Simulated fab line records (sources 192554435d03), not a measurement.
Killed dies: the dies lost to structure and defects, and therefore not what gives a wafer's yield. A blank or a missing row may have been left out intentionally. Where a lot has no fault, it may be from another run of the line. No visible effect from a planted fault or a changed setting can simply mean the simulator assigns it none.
A lot that was struck, set against a sound lot ; flow n5-finfet ; 39 out of 1938 route steps
Sound: the wafers L605.1, L605.3, L605.5. Struck: wafer L593.2. (L593.6 of the same lot was not struck and is left out.) The cause comes at the end.
At each step with rows: each side's tool, then ch and its chambers, then its first start. Under that, the readings that differ: sound wafers ; struck wafers ; difference of the means ; sigmas: that difference in standard deviations of wafers without a fault.
alike: readings with means less than 2 such deviations apart, plus words and numbers identical on both sides. not compared: withheld readings, readings lacking a value on some wafer, bounds such as >300 that could conceal the same value, and numbers that have no deviation in the record and whose values overlap.
A row with sigmas, a row that says differs or no value, or rows on one side alone: a step with any of these is where the two part. Non-overlapping numbers with no deviation appear without sigmas and do not part them. Lack of a reading on every wafer of one side parts them only where that side has two or more wafers.

first, 9 steps without rows for these wafers: N5_BEOL_M14_SOFTBAKE_23 (time 60 s); N5_BEOL_M14_EXPOSE_25 (exposes mask M14, target cd 280 nm); N5_BEOL_M14_PEB_26 (peb time 90 s); N5_BEOL_M14_DEVELOP_27 (develop time 45 s); N5_BEOL_M14_HARDBAKE_32 (time 120 s); N5_BEOL_M14_DESCUM_33 (chemistry O2, time 7.9 s); N5_BEOL_M14_ETCH_67 (etches SiARC in CF4, target depth 143 nm, time 238.3 s); N5_BEOL_M14_ETCH_68 (etches SOC in N2/H2, time 450 s); N5_BEOL_M14_STRIP_69 (strips in N2/H2).
N5_BEOL_M14_TRENCH_ETCH_34: etches SiO2 in C4F8/O2/Ar, target depth 556.65 nm, time 126.9 s.
  sound on rie-diel-03 ch 0,1,2, day 17 09:03; struck on rie-diel-04 ch 0, day 13 15:30
reading;sound;struck;difference;sigmas
oes-product-au (a.u.);0.77 0.79 0.83;0.65;-0.15;-2
model.etch.depth-nm (nm);549.4 544.6 549.5;420;-128;
  alike: O2_flow_sccm, bias-w, drypump-motor-current-A, he-inner-torr, rf-vpp-V, showerhead-plenum-p-Torr, throttle-valve-pct
  not compared: rf-hours-counter-h
then, 1 step without rows for these wafers: N5_BEOL_M14_STRIP_70 (strips in C4F8/O2/Ar).
N5_BEOL_M14_OCD_MEAS_35:
  sound: ocd-01 at day 17 09:12; struck: ocd-01 at day 13 15:40
reading;sound;struck;difference;sigmas
trench-depth-nm (nm);550 544 550;420;-128;-15
then, 11 steps without rows for these wafers: N5_BEOL_M14_STRIP_37 (strips in O2); N5_BEOL_M14_ETCH_38 (etches SiCN in CF4/N2, target depth 106.5 nm, time 120.6 s); N5_BEOL_M14_PRECLEAN_39 (cleans in residue remover, time 60 s); N5_BEOL_M14_SRD_40 (time 30 s, dry time 30 s); N5_BEOL_M14_DEGAS_41 (time 60 s); N5_BEOL_M14_PRE_CLEAN_42 (time 30 s); N5_BEOL_M14_SPUTTER_43 (material TaN, target thk 15 nm, time 24.19 s); N5_BEOL_M14_SPUTTER_44 (material Ta, target thk 15 nm, time 24.19 s); N5_BEOL_M14_SPUTTER_45 (material Cu, target thk 100 nm, time 16.67 s); N5_BEOL_M14_ECD_47 (material Cu, target thk 1248 nm); N5_BEOL_M14_ANNEAL_48 (time 90 s).
N5_BEOL_M14_CMP_49: polishes, stops on SiO2, t overpolish 5.2 s, target thk 560 nm.
  sound on cmp-04 ch 1,2,3, day 17 16:47; struck on cmp-01 ch 1, day 13 19:01
reading;sound;struck;difference;sigmas
model.Cu_of_BEOL_M14_ECD_47.thk-nm (nm);552.2 547.2 552;424.2;-126.3;
  alike: barrier-field-endpoint-s, motor-current-A, overpolish-run-s, platen-rpm, time-to-endpoint-s
N5_BEOL_M14_THK_MEAS_50: measures by xrf.
  sound: film-metro-02 at day 17 17:05; struck: film-metro-02 at day 13 19:12
reading;sound;struck;difference;sigmas
M14_THK (nm);547 543 547;421;-125;-11
then, 2 steps without rows for these wafers: N5_BEOL_M14_PRE_CLEAN_52 (time 15 s); N5_BEOL_M14_DEP_53 (deposits SiCN from 3MS/NH3, target thk 50 nm, time 17.8 s).
N5_BEOL_M14_RS_MEAS_54: uses a four-point probe to measure.
  sound: film-metro-01 at day 17 17:14; struck: film-metro-02 at day 13 19:20
reading;sound;struck;difference;sigmas
M14_RS (ohm/sq);0.0336 0.0339 0.0337;0.0441;+0.0104;+20
then, 9 steps without rows for these wafers: N5_BEOL_M15_ILD_DEP_00 (deposits SiO2 from TEOS/O2, target thk 1629.3 nm, time 346.1 s); N5_BEOL_M15_COAT_58 (time 60 s, resist thk 89 nm); N5_BEOL_M15_COAT_04 (resist thk 800 nm); N5_BEOL_M15_EBR_06; N5_BEOL_M15_SOFTBAKE_05 (time 60 s); N5_BEOL_M15_EXPOSE_07 (exposes mask V14); N5_BEOL_M15_PEB_08 (peb time 90 s); N5_BEOL_M15_DEVELOP_09 (develop time 45 s); N5_BEOL_M15_HARDBAKE_14 (time 120 s).
N5_BEOL_M15_RC_MEAS_101:
  sound on prober-02 ch 0, day 18 01:35; struck on prober-01 ch 0, day 14 00:31
reading;sound;struck;difference;sigmas
COMB_M11 (S/m);1.83e-11 1.77e-11 1.62e-11;1.09e-11;-6.50e-12;-2
SERP_M14 (ohm/um);0.163 0.167 0.162;0.213;+0.049;+15
SERP_M14_max_site (ohm/um);0.165 0.168 0.163;0.216;+0.051;+15
  alike: etest-temp-c, COMB_M10, COMB_M12, COMB_M13, COMB_M15, COMB_M5, COMB_M5_max_site, COMB_M6, COMB_M7, COMB_M8, COMB_M9, SERP_M10, SERP_M11, SERP_M12, SERP_M13, SERP_M5, SERP_M6, SERP_M7, SERP_M8, SERP_M9
N5_PASSIVATION_PROBE_49:
  sound: prober-01 at day 18 14:13; struck: prober-02 at day 14 16:03
reading;sound;struck;difference;sigmas
defect-limited-yield (%);89.7 88.6 90.6;93.0;+3.4;+2
killed_at_M4_up;14 21 18;7;-11;-2
killed-dies;121 135 111;83;-39;-2
killed-open;84 100 80;51;-37;-2
sort_bin_6_memory (%);4.1 4.8 3.7;2.5;-1.7;-2
sort_bin_8_speed (%);0 0 0;0.17;+0.17;
sort-n-pass;1059 1045 1069;1097;+39;+2
  alike: killed_at_M0_to_M3, killed-at-contacts, killed-at-front-end, killed-at-other, killed-short, sort_bin_5_function

== WHERE THEY PART ==
Earliest at N5_BEOL_M14_TRENCH_ETCH_34; latest, in this record, at N5_PASSIVATION_PROBE_49.

WHY: whatever the simulator had introduced
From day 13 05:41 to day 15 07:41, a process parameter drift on rie-diel-04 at N5_BEOL_M14_TRENCH_ETCH_34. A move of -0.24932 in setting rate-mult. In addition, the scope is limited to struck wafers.
